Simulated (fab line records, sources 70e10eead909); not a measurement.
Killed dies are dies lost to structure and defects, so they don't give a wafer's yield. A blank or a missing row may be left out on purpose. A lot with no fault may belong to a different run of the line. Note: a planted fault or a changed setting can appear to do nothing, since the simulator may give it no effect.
fab line records	flow nandHarc
record lots=24	wafers=72	lastDay=33
route steps=1302 shown P_ZERO_WELL@19 P_GATE@124 P_CONTACT@233 P_M1@311
lots that met no fault: taken from a fault-free run of the same line
startH: the number of hours between the record's first day and the start of the first shown wafer of the lot	waitH: hours since the lot's step before	" the same as in the row above	L1.1+2: a row that stands for several wafers	- value missing, or start not given	* or withheld: withheld	< > ~ a bound
route shown NAME@n: names a module that has steps shown in the file, with the first one's number in the route	usual: the fault-free wafers' mean and standard deviation	same: alike in all rows	chamber/n: place in a boat	sites: readings site by site	_std_site: how widely they spread, as a standard deviation	_edge_site: the outer-site mean with the inner-site mean subtracted	radiusMm: for every site, how far away it sits from the centre of the wafer	mask NAME#n: copy n	behind: the tool/chamber that last shaped the wafer	hold: the reason the lot was held/the length of the hold in hours/how it ended	device: whichever transistor did not switch (one of n, p or np)	end of line: the route-end tests of the same wafers	for a step that has no rows: nothing shown but its recipe	killed: dies that structure and defects cost at the first sort, which is not the same as the wafer's yield	map: dies across one wafer; x = killed, . = not, _ = none there
set.NAME: the run value of the setting; set.NAME@STEP: its run value at that earlier step	model.NAME: the simulator's own value behind a step, which no gauge read
a sample of lots followed through the steps of the route, with each step as a table and each wafer as a row
services: from which hour (startH, from the record's first day; less than 0 if before it) a tool's chamber was out of use, for how many hours, and why
## steps
# step NHARC_P_ZERO_WELL_ETCH_63
# recipe targetDepthA=1200	timeS=40.1	hbrFlowSccm=150	cl2FlowSccm=50	rfW=400	icpW=400	biasW=100	chemistry=HBr/Cl2
# usual biasW=99.9/0.31	drypumpMotorCurrentA=5.5/0.44	oesProductAu=1.002/0.013	throttleValvePct=26.405/0.0087
lot.wafer	tool	chamber	startH	waitH	biasW	drypumpMotorCurrentA	oesProductAu	rfHoursCounterH	throttleValvePct
L074.4	rieSi-03	3	21.65	-	100.4	6.1	1.014	0.9	26.413
L074.3	"	1	"	"	100.3	5.7	1.000	0.9	26.413
L074.2	"	2	"	"	99.4	5.2	1.008	0.9	26.402
L075.2	rieSi-03	3	31.82	-	100.0	6.2	1.000	0.9	26.409
L075.3	"	0	"	"	99.7	5.7	0.993	1.0	26.390
L075.5	"	1	"	"	100.2	5.7	0.992	-	26.415
L076.1	rieSi-03	3	41.66	-	100.0	6.2	0.999	1.0	26.416
L076.6	"	3	"	"	100.1	6.1	1.008	-	26.404
L076.5	"	0	"	"	99.7	5.7	0.985	-	26.396
L077.1	rieSi-02	3	51.89	-	99.5	5.8	1.011	0.6	26.398
L077.5	"	0	"	"	100.1	4.9	0.996	-	26.405
L077.6	"	1	"	"	100.1	5.2	0.979	-	26.410
L078.4	rieSi-03	0	61.86	-	100.1	5.7	0.989	0.0	26.399
L078.2	"	2	"	"	99.6	5.2	1.007	0.0	26.417
L078.5	"	0	"	"	100.7	5.7	1.001	-	26.405
L079.2	rieSi-03	1	71.80	-	100.3	5.7	0.986	0.2	26.412
L079.4	"	2	"	"	100.0	5.2	1.001	0.1	26.395
L079.5	"	0	"	"	99.5	5.7	0.992	-	26.399
L080.3	rieSi-03	1	81.54	-	100.5	5.7	0.991	0.2	26.418
L080.4	"	3	"	"	100.2	6.1	1.033	0.2	26.398
L080.6	"	1	"	"	99.7	5.7	0.986	-	26.392
L081.4	rieSi-02	3	91.74	-	100.3	5.8	1.011	0.8	26.414
L081.5	"	0	"	"	99.7	4.9	0.992	-	26.416
L081.6	"	1	"	"	100.1	5.2	1.012	-	26.400
L082.4	rieSi-03	3	101.54	-	99.8	6.1	1.030	0.3	26.401
L082.1	"	0	"	"	100.2	5.7	1.013	0.5	26.411
L082.5	"	3	"	"	100.1	6.2	1.022	-	26.401
L083.1	rieSi-03	2	111.65	-	100.0	5.2	0.996	0.3	26.406
L083.2	"	3	"	"	99.5	6.2	1.022	0.4	26.415
L083.6	"	3	"	"	99.6	6.1	1.023	-	26.406
L084.4	rieSi-05	0	121.70	-	99.4	4.8	1.005	0.9	26.407
L084.3	"	1	"	"	99.7	4.9	0.991	0.9	26.414
L084.2	"	3	"	"	99.5	5.9	0.971	1.1	26.406
L085.1	rieSi-02	1	131.67	-	100.0	5.2	1.009	0.1	26.400
L085.4	"	2	"	"	100.3	5.6	1.037	0.1	26.425
L085.5	"	0	"	"	99.9	4.9	1.011	-	26.402
L086.2	rieSi-03	1	141.77	-	100.0	5.7	0.977	0.6	26.416
L086.1	"	3	"	"	100.2	6.1	1.034	0.5	26.402
L086.5	"	1	"	"	100.3	5.7	0.962	-	26.410
L087.2	rieSi-05	2	152.88	-	99.6	5.8	1.020	0.1	26.406
L087.3	"	3	"	"	100.0	5.9	1.009	0.1	26.433
L087.1	"	0	"	"	99.8	4.8	1.005	0.1	26.395
L088.3	rieSi-05	1	161.77	-	99.9	4.9	0.988	0.1	26.413
L088.4	"	2	"	"	100.2	5.8	1.002	0.2	26.409
L088.1	"	0	"	"	99.5	4.8	1.000	0.1	26.411
L089.3	rieSi-05	1	171.68	-	100.1	4.9	1.001	0.2	26.412
L089.2	"	2	"	"	99.8	5.8	1.005	0.2	26.411
L089.1	"	3	"	"	100.5	5.9	1.005	0.2	26.404
L090.3	rieSi-02	3	181.95	-	99.6	5.8	0.998	0.5	26.412
L090.4	"	1	"	"	99.7	5.3	0.996	0.5	26.418
L090.1	"	2	"	"	99.9	5.6	1.012	0.4	26.393
L091.3	rieSi-05	1	191.57	-	99.2	4.9	0.990	0.3	26.411
L091.1	"	0	"	"	99.9	4.8	1.013	0.3	26.410
L091.5	"	2	"	"	99.9	5.8	1.018	-	26.417
L092.2	rieSi-03	0	201.90	-	100.0	5.7	1.002	0.9	26.415
L092.1	"	1	"	"	99.9	5.7	0.978	0.9	26.388
L092.4	"	2	"	"	99.8	5.2	0.995	0.7	26.408
L093.1	rieSi-05	1	211.68	-	100.0	4.9	0.991	0.5	26.416
L093.3	"	3	"	"	100.3	5.9	1.000	0.5	26.400
L093.5	"	0	"	"	99.8	4.8	1.012	-	26.401
L094.4	rieSi-02	1	221.69	-	99.8	5.3	0.996	0.7	26.413
L094.1	"	2	"	"	100.1	5.5	1.008	0.7	26.415
L094.5	"	0	"	"	99.4	4.9	0.987	-	26.409
L095.3	rieSi-03	3	231.88	-	99.4	6.2	1.018	0.0	26.412
L095.1	"	0	"	"	99.9	5.7	1.013	0.0	26.415
L095.4	"	1	"	"	99.9	5.7	0.998	0.0	26.399
L096.1	rieSi-03	0	241.52	-	100.4	5.7	1.021	0.0	26.416
L096.2	"	1	"	"	100.3	5.7	0.993	0.0	26.405
L096.3	"	2	"	"	99.9	5.2	1.008	0.1	26.411
L097.1	rieSi-05	0	251.90	-	99.5	4.8	1.013	0.7	26.411
L097.6	"	0	"	"	99.7	4.8	1.014	-	26.405
L097.5	"	1	"	"	100.3	4.9	0.978	-	26.410
# step NHARC_P_ZERO_WELL_DESCUM_39
# recipe timeS=3	o2FlowSccm=200	arFlowSccm=0	biasPowerW=0	chemistry=O2
# usual drypumpMotorCurrentA=5.8/0.56	oesProductAu=1.001/0.013	rfVppV=57.7/0.83	showerheadPlenumPTorr=1.90/0.075	throttleValvePct=11.310/0.0086
lot.wafer	tool	chamber	startH	waitH	drypumpMotorCurrentA	oesProductAu	rfHoursCounterH	rfVppV	showerheadPlenumPTorr	throttleValvePct
L074.4	rieDiel-02	1	24.13	-	6.0	1.003	46	58.2	1.84	11.309
L074.2	"	3	"	"	6.0	0.991	46	57.8	1.86	11.302
L074.3	"	0	"	"	5.6	1.011	46	57.3	1.81	11.306
L075.3	rieDiel-12	0	34.39	-	6.8	1.037	37	56.2	1.83	11.325
L075.2	"	3	"	"	5.3	0.989	29	56.9	1.92	11.320
L075.5	"	3	"	"	5.4	0.980	-	57.8	1.92	11.300
L076.1	rieDiel-12	0	44.34	-	6.8	1.020	41	57.3	1.83	11.302
L076.5	"	0	"	"	6.7	1.021	-	58.8	1.83	11.311
L076.6	"	1	"	"	6.1	1.010	-	57.4	1.90	11.319
L077.1	rieDiel-02	3	56.00	-	6.0	1.016	5	58.3	1.86	11.298
L077.6	"	3	"	"	6.1	1.012	-	56.4	1.86	11.312
L077.5	"	0	"	"	5.6	0.998	-	58.2	1.81	11.313
L078.2	rieDiel-09	3	64.47	-	6.6	0.987	31	57.0	2.02	11.311
L078.4	"	0	"	"	5.3	0.988	30	57.7	1.95	11.306
L078.5	"	3	"	"	6.6	0.997	-	58.6	2.02	11.306
L079.2	rieDiel-02	3	74.52	-	6.0	1.003	10	57.3	1.85	11.301
L079.4	"	2	"	"	4.8	1.012	10	57.3	1.91	11.299
L079.5	"	3	"	"	6.0	1.019	-	58.0	1.85	11.292
L080.4	rieDiel-09	2	84.13	-	5.5	1.002	37	58.0	1.98	11.305
L080.3	"	1	"	"	5.5	0.964	35	58.0	2.03	11.297
L080.6	"	3	"	"	6.6	0.976	-	59.3	2.02	11.297
L081.4	rieDiel-09	1	94.48	-	5.6	0.977	39	58.9	2.03	11.305
L081.5	"	3	"	"	6.6	0.988	-	57.5	2.02	11.299
L081.6	"	0	"	"	5.3	0.997	-	59.7	1.94	11.312
L082.1	rieDiel-09	3	104.87	-	6.6	1.005	48	57.3	2.02	11.307
L082.4	"	0	"	"	5.3	0.993	47	58.9	1.94	11.329
L082.5	"	0	"	"	5.3	1.000	-	59.0	1.94	11.304
L083.2	rieDiel-09	1	114.28	-	5.5	0.974	43	59.7	2.02	11.306
L083.1	"	3	"	"	6.6	1.012	50	57.5	2.02	11.308
L083.6	"	1	"	"	5.5	0.980	-	58.9	2.02	11.322
L084.2	rieDiel-09	3	124.42	-	6.6	1.011	52	58.0	2.01	11.304
L084.4	"	0	"	"	5.3	1.000	52	58.2	1.94	11.308
L084.3	"	2	"	"	5.5	0.998	48	59.2	1.97	11.303
L085.1	rieDiel-09	0	134.48	-	5.4	1.010	55	58.0	1.94	11.309
L085.4	"	2	"	"	5.5	1.003	49	58.8	1.97	11.309
L085.5	"	0	"	"	5.3	1.003	-	56.7	1.94	11.306
L086.1	rieDiel-02	2	144.37	-	4.7	1.009	34	58.1	1.90	11.313
L086.2	"	0	"	"	5.5	0.997	28	58.9	1.80	11.303
L086.5	"	2	"	"	4.8	1.001	-	57.2	1.90	11.321
L087.2	rieDiel-02	1	155.38	-	6.0	1.014	38	56.9	1.83	11.301
L087.1	"	3	"	"	6.0	1.013	39	58.0	1.85	11.312
L087.3	"	0	"	"	5.6	0.982	33	57.5	1.80	11.320
L088.4	rieDiel-12	3	164.51	-	5.4	1.001	15	58.3	1.91	11.310
L088.3	"	0	"	"	6.7	1.002	15	56.5	1.82	11.309
L088.1	"	1	"	"	6.1	1.000	15	58.5	1.89	11.310
L089.3	rieDiel-09	3	174.41	-	6.6	1.013	7	58.6	2.01	11.311
L089.2	"	0	"	"	5.3	1.018	8	58.1	1.94	11.304
L089.1	"	1	"	"	5.5	1.005	9	58.1	2.02	11.296
L090.4	rieDiel-12	2	184.44	-	5.8	1.009	22	58.0	1.90	11.318
L090.1	"	0	"	"	6.7	1.007	18	57.3	1.81	11.320
L090.3	"	1	"	"	6.1	0.999	18	57.9	1.89	11.323
L091.3	rieDiel-02	1	194.04	-	6.0	1.015	51	57.3	1.82	11.307
L091.1	"	2	"	"	4.8	1.012	55	56.9	1.89	11.311
L091.5	"	2	"	"	4.7	1.014	-	56.0	1.89	11.315
L092.4	rieDiel-02	2	204.66	-	4.8	0.997	56	57.5	1.89	11.323
L092.2	"	3	"	"	6.0	0.997	51	57.8	1.84	11.306
L092.1	"	0	"	"	5.6	0.990	48	58.2	1.80	11.302
L093.1	rieDiel-02	3	214.42	-	6.1	1.013	53	58.0	1.84	11.311
L093.3	"	2	"	"	4.7	0.999	60	57.3	1.89	11.317
L093.5	"	0	"	"	5.5	1.002	-	57.0	1.79	11.326
L094.1	rieDiel-12	0	228.32	-	6.8	0.993	29	56.7	1.81	11.329
L094.4	"	3	"	"	5.4	0.995	30	58.2	1.90	11.315
L094.5	"	1	"	"	6.1	0.997	-	58.5	1.88	11.308
L095.1	rieDiel-02	0	234.60	-	5.6	1.005	4	57.3	1.79	11.304
L095.3	"	1	"	"	6.0	1.019	2	57.0	1.82	11.300
L095.4	"	2	"	"	4.8	0.996	2	57.9	1.89	11.303
L096.1	rieDiel-09	0	244.13	-	5.3	1.007	26	58.1	1.93	11.318
L096.2	"	1	"	"	5.5	0.983	26	58.8	2.01	11.299
L096.3	"	2	"	"	5.5	1.017	30	57.1	1.96	11.302
L097.1	rieDiel-02	0	254.63	-	5.6	0.996	14	56.7	1.79	11.314
L097.6	"	0	"	"	5.6	1.012	-	56.5	1.79	11.326
L097.5	"	1	"	"	6.0	1.005	-	57.3	1.82	11.329
# step NHARC_P_GATE_DESCUM_13
# recipe timeS=3	o2FlowSccm=200	arFlowSccm=0	biasPowerW=0	chemistry=O2
# usual drypumpMotorCurrentA=5.6/0.3	oesProductAu=1.000/0.016	rfVppV=57.9/0.87	showerheadPlenumPTorr=1.93/0.077	throttleValvePct=11.311/0.009
lot.wafer	tool	chamber	startH	waitH	drypumpMotorCurrentA	oesProductAu	rfHoursCounterH	rfVppV	showerheadPlenumPTorr	throttleValvePct
L074.4	rieDiel-08	3	85.70	-	5.7	0.987	4.7	58.2	1.80	11.291
L074.2	"	1	"	"	5.9	1.001	5.2	57.8	1.88	11.321
L074.3	"	2	"	"	5.8	0.981	5.5	58.7	1.95	11.315
L075.2	rieDiel-08	0	92.23	-	5.7	0.998	4.5	59.2	1.98	11.311
L075.3	"	2	"	"	5.8	0.970	5.5	59.5	1.95	11.304
L075.5	"	1	"	"	5.9	1.014	-	57.5	1.88	11.309
L076.1	rieDiel-06	1	99.96	-	5.8	1.014	10.0	59.2	2.06	11.316
L076.6	"	0	"	"	5.4	1.027	-	59.0	1.93	11.311
L076.5	"	1	"	"	5.8	1.027	-	58.1	2.06	11.313
L077.1	rieDiel-11	2	115.71	-	5.4	0.993	1.3	58.6	2.01	11.300
L077.6	"	2	"	"	5.5	0.996	-	59.5	2.01	11.306
L077.5	"	3	"	"	5.4	1.036	-	57.3	1.95	11.293
L078.2	rieDiel-11	0	119.86	-	5.7	0.970	2.2	57.5	2.02	11.301
L078.4	"	1	"	"	5.0	1.001	2.0	57.5	1.88	11.331
L078.5	"	0	"	"	5.7	0.970	-	59.3	2.02	11.309
L080.4	rieDiel-11	1	139.72	-	5.0	1.000	2.2	57.3	1.88	11.307
L080.3	"	0	"	"	5.7	0.983	2.5	57.7	2.02	11.325
L080.6	"	2	"	"	5.4	0.987	-	57.5	2.01	11.293
L079.2	rieDiel-06	3	139.90	-	6.2	0.976	0.0	57.4	1.87	11.311
L079.4	"	0	"	"	5.4	1.011	0.0	57.4	1.93	11.301
L079.5	"	1	"	"	5.8	1.019	-	58.8	2.06	11.298
L081.4	rieDiel-06	3	157.24	-	6.2	0.991	1.7	57.2	1.87	11.309
L081.6	"	0	"	"	5.4	1.014	-	56.6	1.93	11.322
L081.5	"	1	"	"	5.8	1.020	-	57.7	2.06	11.321
L082.4	rieDiel-11	2	162.42	-	5.4	0.987	2.9	58.5	2.01	11.334
L082.1	"	3	"	"	5.4	1.024	3.1	57.7	1.95	11.299
L082.5	"	2	"	"	5.4	0.979	-	58.4	2.01	11.315
L083.1	rieDiel-08	2	178.60	-	5.8	0.993	8.5	57.1	1.95	11.307
L083.2	"	0	"	"	5.7	1.006	7.6	58.4	1.98	11.308
L083.6	"	2	"	"	5.8	0.987	-	59.4	1.95	11.312
L084.3	rieDiel-11	3	178.75	-	5.5	1.026	5.5	58.8	1.95	11.308
L084.2	"	1	"	"	5.0	1.013	4.8	57.5	1.88	11.301
L084.4	"	2	"	"	5.4	0.983	5.3	56.2	2.01	11.319
L086.2	rieDiel-11	3	193.31	-	5.5	1.016	6.5	57.6	1.95	11.298
L086.1	"	1	"	"	5.0	1.004	5.9	58.0	1.88	11.313
L086.5	"	2	"	"	5.5	0.985	-	57.0	2.01	11.315
L085.1	rieDiel-06	3	193.48	-	6.2	0.991	3.9	57.7	1.87	11.325
L085.4	"	1	"	"	5.8	1.002	3.9	57.5	2.06	11.313
L085.5	"	3	"	"	6.2	1.001	-	57.7	1.87	11.327
L087.1	rieDiel-11	1	208.48	-	5.0	1.012	6.6	56.5	1.88	11.303
L087.2	"	2	"	"	5.4	0.984	7.3	57.0	2.01	11.308
L087.3	"	3	"	"	5.5	1.027	7.5	57.7	1.95	11.303
L088.1	rieDiel-06	3	226.85	-	6.2	0.999	5.9	57.7	1.87	11.296
L088.4	"	0	"	"	5.4	0.992	5.9	57.9	1.93	11.312
L088.3	"	1	"	"	5.8	1.005	5.8	58.4	2.06	11.310
L089.1	rieDiel-11	3	232.56	-	5.5	1.024	7.9	57.2	1.95	11.327
L089.3	"	0	"	"	5.7	0.983	7.2	58.7	2.02	11.302
L089.2	"	1	"	"	4.9	1.001	7.2	57.8	1.88	11.301
L090.1	rieDiel-11	2	240.09	-	5.4	1.002	7.8	58.9	2.01	11.306
L090.3	"	0	"	"	5.7	0.989	7.3	59.8	2.02	11.310
L090.4	"	1	"	"	5.0	0.992	7.2	58.6	1.88	11.320
L091.3	rieDiel-08	2	257.39	-	5.8	1.021	3.1	59.5	1.94	11.311
L091.1	"	3	"	"	5.6	0.981	2.3	56.8	1.80	11.323
L091.5	"	0	"	"	5.7	0.997	-	59.1	1.98	11.306
L092.2	rieDiel-06	0	262.32	-	5.4	0.994	8.7	59.2	1.93	11.304
L092.4	"	2	"	"	5.8	0.992	8.5	57.8	1.80	11.316
L092.1	"	3	"	"	6.2	0.994	8.7	56.5	1.87	11.321
L093.3	rieDiel-08	1	269.72	-	5.9	1.018	3.7	56.8	1.87	11.307
L093.1	"	0	"	"	5.7	0.989	3.1	57.2	1.98	11.319
L093.5	"	2	"	"	5.8	1.001	-	57.2	1.94	11.308
L094.4	rieDiel-06	3	286.35	-	6.2	0.970	11.5	57.4	1.87	11.321
L094.1	"	0	"	"	5.4	0.993	11.8	57.8	1.93	11.306
L094.5	"	0	"	"	5.4	0.990	-	57.4	1.93	11.317
L095.1	rieDiel-11	0	290.43	-	5.7	0.990	0.9	59.2	2.01	11.316
L095.4	"	1	"	"	5.0	1.017	1.4	57.7	1.87	11.320
L095.3	"	2	"	"	5.4	1.018	1.4	58.4	2.01	11.310
L096.2	rieDiel-08	0	298.80	-	5.7	0.996	4.3	59.1	1.98	11.303
L096.3	"	1	"	"	6.0	1.003	4.9	57.5	1.87	11.316
L096.1	"	2	"	"	5.8	1.012	5.4	60.0	1.94	11.316
L097.1	rieDiel-08	0	309.81	-	5.7	0.992	4.7	57.4	1.98	11.318
L097.5	"	0	"	"	5.7	0.988	-	60.2	1.98	11.326
L097.6	"	1	"	"	6.0	1.007	-	57.4	1.87	11.306
# step NHARC_P_GATE_CD_MEAS_33
# usual cdNm=121/3.3
lot.wafer	tool	chamber	startH	waitH	cdNm
L074.2	cdSem-01	-	100.96	-	117
L074.3	"	-	"	"	119
L074.4	"	-	"	"	118
L075.2	cdSem-02	-	106.85	-	118
L075.3	"	-	"	"	121
L075.5	"	-	"	"	125
L076.1	cdSem-01	-	115.22	-	126
L076.5	"	-	"	"	130
L076.6	"	-	"	"	119
L078.2	cdSem-03	-	139.64	-	125
L078.4	"	-	"	"	120
L078.5	"	-	"	"	123
L077.1	cdSem-03	-	140.35	-	123
L077.5	"	-	"	"	122
L077.6	"	-	"	"	122
L079.2	cdSem-01	-	154.78	-	122
L079.4	"	-	"	"	117
L079.5	"	-	"	"	120
L080.3	cdSem-01	-	155.33	-	124
L080.4	"	-	"	"	118
L080.6	"	-	"	"	126
L081.4	cdSem-02	-	177.65	-	128
L081.5	"	-	"	"	118
L081.6	"	-	"	"	120
L082.1	cdSem-01	-	182.59	-	120
L082.4	"	-	"	"	123
L082.5	"	-	"	"	119
L083.1	cdSem-01	-	197.19	-	116
L083.2	"	-	"	"	117
L083.6	"	-	"	"	118
L084.2	cdSem-03	-	197.98	-	121
L084.3	"	-	"	"	117
L084.4	"	-	"	"	117
L086.1	cdSem-03	-	212.16	-	120
L086.2	"	-	"	"	119
L086.5	"	-	"	"	120
L085.1	cdSem-02	-	212.58	-	118
L085.4	"	-	"	"	120
L085.5	"	-	"	"	122
L087.1	cdSem-02	-	223.15	-	118
L087.2	"	-	"	"	122
L087.3	"	-	"	"	120
L088.1	cdSem-01	-	241.82	-	115
L088.3	"	-	"	"	114
L088.4	"	-	"	"	118
L089.1	cdSem-01	-	250.80	-	120
L089.2	"	-	"	"	123
L089.3	"	-	"	"	115
L090.1	cdSem-02	-	254.68	-	116
L090.3	"	-	"	"	119
L090.4	"	-	"	"	124
L091.1	cdSem-03	-	272.77	-	123
L091.3	"	-	"	"	125
L091.5	"	-	"	"	119
L092.1	cdSem-03	-	279.18	-	120
L092.2	"	-	"	"	123
L092.4	"	-	"	"	122
L093.1	cdSem-02	-	285.78	-	119
L093.3	"	-	"	"	119
L093.5	"	-	"	"	126
L094.1	cdSem-03	-	302.72	-	121
L094.4	"	-	"	"	117
L094.5	"	-	"	"	116
L095.1	cdSem-02	-	305.48	-	118
L095.3	"	-	"	"	122
L095.4	"	-	"	"	120
L096.1	cdSem-03	-	317.65	-	123
L096.2	"	-	"	"	120
L096.3	"	-	"	"	123
L097.1	cdSem-03	-	324.88	-	118
L097.5	"	-	"	"	122
L097.6	"	-	"	"	126
# step NHARC_P_CONTACT_OVL_MEAS_13
# usual overlayXNm=-0.3/0.73	overlayYNm=0.2/1
lot.wafer	tool	chamber	startH	waitH	overlayXNm	overlayYNm
L074.2	overlay-02	-	120.03	-	0.3	-0.4
L074.3	"	-	"	"	0.7	-0.5
L074.4	"	-	"	"	0.2	-0.3
L075.2	overlay-01	-	125.96	-	0.3	0.6
L075.3	"	-	"	"	-0.6	0.6
L075.5	"	-	"	"	0.2	1.2
L076.1	overlay-02	-	134.44	-	0.1	-0.5
L076.5	"	-	"	"	-0.3	-1.1
L076.6	"	-	"	"	0.0	-0.9
L078.2	overlay-02	-	158.87	-	-1.0	-0.6
L078.4	"	-	"	"	-1.7	-0.6
L078.5	"	-	"	"	-1.6	-0.4
L077.1	overlay-01	-	159.53	-	0.5	-0.5
L077.5	"	-	"	"	0.3	-0.4
L077.6	"	-	"	"	0.8	-0.4
L079.2	overlay-01	-	173.98	-	-0.9	-0.6
L079.4	"	-	"	"	-0.9	-0.3
L079.5	"	-	"	"	-0.7	-0.3
L080.3	overlay-02	-	174.91	-	0.2	1.2
L080.4	"	-	"	"	-0.7	0.9
L080.6	"	-	"	"	-0.4	0.7
L081.4	overlay-02	-	196.85	-	-0.8	-0.2
L081.5	"	-	"	"	-0.8	-0.1
L081.6	"	-	"	"	-0.6	0.4
L082.1	overlay-02	-	201.90	-	-0.3	1.8
L082.4	"	-	"	"	-0.3	1.8
L082.5	"	-	"	"	-0.3	1.5
L083.1	overlay-01	-	216.24	-	-1.4	-2.1
L083.2	"	-	"	"	-1.3	-2.3
L083.6	"	-	"	"	-1.5	-1.3
L084.2	overlay-02	-	217.29	-	-0.4	-0.7
L084.3	"	-	"	"	-0.8	-0.7
L084.4	"	-	"	"	-0.6	-1.0
L086.1	overlay-01	-	231.71	-	0.0	0.6
L086.2	"	-	"	"	0.7	-0.3
L086.5	"	-	"	"	0.6	-0.6
L085.1	overlay-02	-	232.44	-	-1.0	0.4
L085.4	"	-	"	"	-1.3	-0.2
L085.5	"	-	"	"	-0.9	0.0
L087.1	overlay-02	-	242.27	-	0.3	0.8
L087.2	"	-	"	"	0.2	0.9
L087.3	"	-	"	"	0.3	0.7
L088.1	overlay-02	-	266.46	-	0.0	-1.0
L088.3	"	-	"	"	0.1	-0.5
L088.4	"	-	"	"	-0.1	-0.3
L089.1	overlay-01	-	270.86	-	-0.1	0.5
L089.2	"	-	"	"	0.1	0.1
L089.3	"	-	"	"	0.0	0.4
L090.1	overlay-02	-	273.94	-	0.6	1.8
L090.3	"	-	"	"	0.7	1.4
L090.4	"	-	"	"	1.3	1.7
L091.1	overlay-01	-	293.99	-	0.0	-0.1
L091.3	"	-	"	"	0.1	-0.6
L091.5	"	-	"	"	-0.1	-0.2
L092.1	overlay-02	-	298.20	-	1.1	0.0
L092.2	"	-	"	"	0.7	0.1
L092.4	"	-	"	"	0.9	0.4
L093.1	overlay-01	-	304.80	-	-1.1	2.9
L093.3	"	-	"	"	-1.6	2.8
L093.5	"	-	"	"	-1.3	2.8
L094.1	overlay-01	-	322.07	-	0.2	0.7
L094.4	"	-	"	"	0.0	0.7
L094.5	"	-	"	"	0.2	0.6
L095.1	overlay-01	-	324.64	-	-0.4	-1.5
L095.3	"	-	"	"	-0.8	-1.3
L095.4	"	-	"	"	-1.1	-1.2
L096.1	overlay-02	-	337.13	-	-0.9	1.0
L096.2	"	-	"	"	-0.8	0.7
L096.3	"	-	"	"	-0.7	0.8
L097.1	overlay-01	-	344.09	-	-1.4	1.1
L097.5	"	-	"	"	-1.4	0.8
L097.6	"	-	"	"	-1.2	0.3
# step NHARC_P_M1_CMP_23
# recipe tOverpolishS=20	targetThkNm=157.82
# usual motorCurrentA=12.1/0.99	slurryFlowMlMin=150.0/0.48	timeToEndpointS=29/3.4
lot.wafer	tool	chamber	startH	waitH	motorCurrentA	slurryFlowMlMin	timeToEndpointS
L074.4	cmp-03	0	130.81	-	13.4	150.5	26
L074.3	"	1	"	"	10.6	149.8	31
L074.2	"	3	"	"	12.6	150.4	26
L075.3	cmp-01	1	136.66	-	13.9	150.0	30
L075.2	"	2	"	"	12.9	149.7	23
L075.5	"	3	"	"	11.6	150.0	26
L076.1	cmp-01	1	145.33	-	14.5	150.5	31
L076.6	"	3	"	"	11.3	151.1	27
L076.5	"	0	"	"	11.9	150.4	29
L078.2	cmp-03	1	169.38	-	11.2	150.6	29
L078.4	"	2	"	"	11.5	149.8	25
L078.5	"	2	"	"	11.9	150.8	29
L077.1	cmp-01	1	170.17	-	13.8	150.1	31
L077.5	"	3	"	"	11.2	149.9	27
L077.6	"	0	"	"	12.0	149.3	29
L079.2	cmp-04	0	185.18	-	12.6	150.7	31
L079.4	"	2	"	"	12.4	149.9	30
L079.5	"	0	"	"	12.3	150.5	31
L080.4	cmp-01	3	185.50	-	11.4	149.9	29
L080.3	"	0	"	"	11.6	150.3	32
L080.6	"	3	"	"	11.2	149.6	28
L081.4	cmp-04	0	207.02	-	12.0	150.7	33
L081.6	"	0	"	"	11.9	151.0	31
L081.5	"	1	"	"	11.6	149.0	28
L082.1	cmp-01	2	212.25	-	12.7	149.6	26
L082.4	"	1	"	"	14.5	149.6	30
L082.5	"	3	"	"	11.9	149.1	25
L083.1	cmp-04	1	226.66	-	12.8	149.9	31
L083.2	"	2	"	"	12.0	150.3	33
L083.6	"	1	"	"	12.4	149.8	34
L084.4	cmp-03	2	227.81	-	11.1	149.4	28
L084.3	"	0	"	"	13.1	150.4	30
L084.2	"	1	"	"	10.0	149.8	31
L086.1	cmp-03	0	242.65	-	12.6	150.6	27
L086.2	"	1	"	"	10.2	149.6	28
L086.5	"	2	"	"	11.6	149.8	28
L085.1	cmp-04	0	243.56	-	12.6	150.7	35
L085.4	"	1	"	"	11.8	149.8	34
L085.5	"	3	"	"	10.9	149.4	29
L087.1	cmp-04	3	252.73	-	10.8	150.8	24
L087.2	"	0	"	"	12.2	150.6	33
L087.3	"	1	"	"	12.5	149.8	31
L088.3	cmp-01	0	277.48	-	11.7	150.5	29
L088.4	"	1	"	"	13.8	150.6	34
L088.1	"	3	"	"	11.5	149.9	25
L089.3	cmp-01	0	282.38	-	11.6	149.3	28
L089.2	"	2	"	"	12.6	150.3	24
L089.1	"	3	"	"	10.9	149.8	24
L090.3	cmp-04	2	285.03	-	12.7	150.6	34
L090.4	"	3	"	"	10.5	149.2	23
L090.1	"	0	"	"	12.1	150.2	32
L091.3	cmp-04	3	304.80	-	10.3	149.8	24
L091.1	"	1	"	"	11.5	149.5	28
L091.5	"	0	"	"	11.8	150.9	30
L092.2	cmp-03	0	308.57	-	12.6	150.1	29
L092.1	"	1	"	"	10.8	149.9	30
L092.4	"	3	"	"	13.7	149.4	25
L093.3	cmp-04	3	315.20	-	10.8	149.6	24
L093.1	"	0	"	"	12.5	150.2	31
L093.5	"	2	"	"	13.3	150.0	33
L094.4	cmp-01	1	336.04	-	13.8	149.6	33
L094.1	"	0	"	"	12.3	149.4	29
L094.5	"	2	"	"	13.0	149.9	24
L095.4	cmp-01	3	336.36	-	11.6	149.8	24
L095.3	"	0	"	"	11.7	149.3	28
L095.1	"	1	"	"	13.9	149.7	34
L096.3	cmp-04	2	348.96	-	13.0	149.6	33
L096.2	"	3	"	"	10.7	149.6	24
L096.1	"	0	"	"	12.0	149.2	33
L097.1	cmp-03	2	354.53	-	11.4	150.1	30
L097.5	"	0	"	"	12.8	149.0	32
L097.6	"	1	"	"	10.9	150.1	33
## services
tool	chamber	startH	hours	kind
cmp-04	-	13.12	4.0	pm
cmp-04	-	26.02	3.3	repair
rieDiel-02	-	39.70	9.0	pm
rieSi-03	-	44.00	9.0	pm
cmp-04	-	48.63	5.1	repair
rieDiel-02	0	56.95	7.7	repair
rieDiel-11	0	62.21	4.4	repair
rieDiel-11	-	78.58	9.0	pm
cmp-01	-	87.70	4.0	pm
rieDiel-09	1	105.40	6.4	repair
cmp-04	-	111.12	4.0	pm
cmp-01	-	124.49	0.5	repair
cmp-04	-	134.02	1.5	repair
cmp-01	-	138.36	0.6	repair
cmp-04	-	138.64	1.6	repair
rieDiel-09	-	143.19	9.0	pm
cmp-04	-	143.41	1.1	repair
cmp-01	-	145.63	2.4	repair
cmp-01	-	159.68	0.4	repair
rieDiel-02	3	189.49	5.3	repair
rieDiel-02	-	217.09	9.0	pm
rieSi-03	-	221.00	9.0	pm
rieDiel-11	-	255.58	9.0	pm
rieDiel-02	0	287.48	2.4	repair
## key
fault none
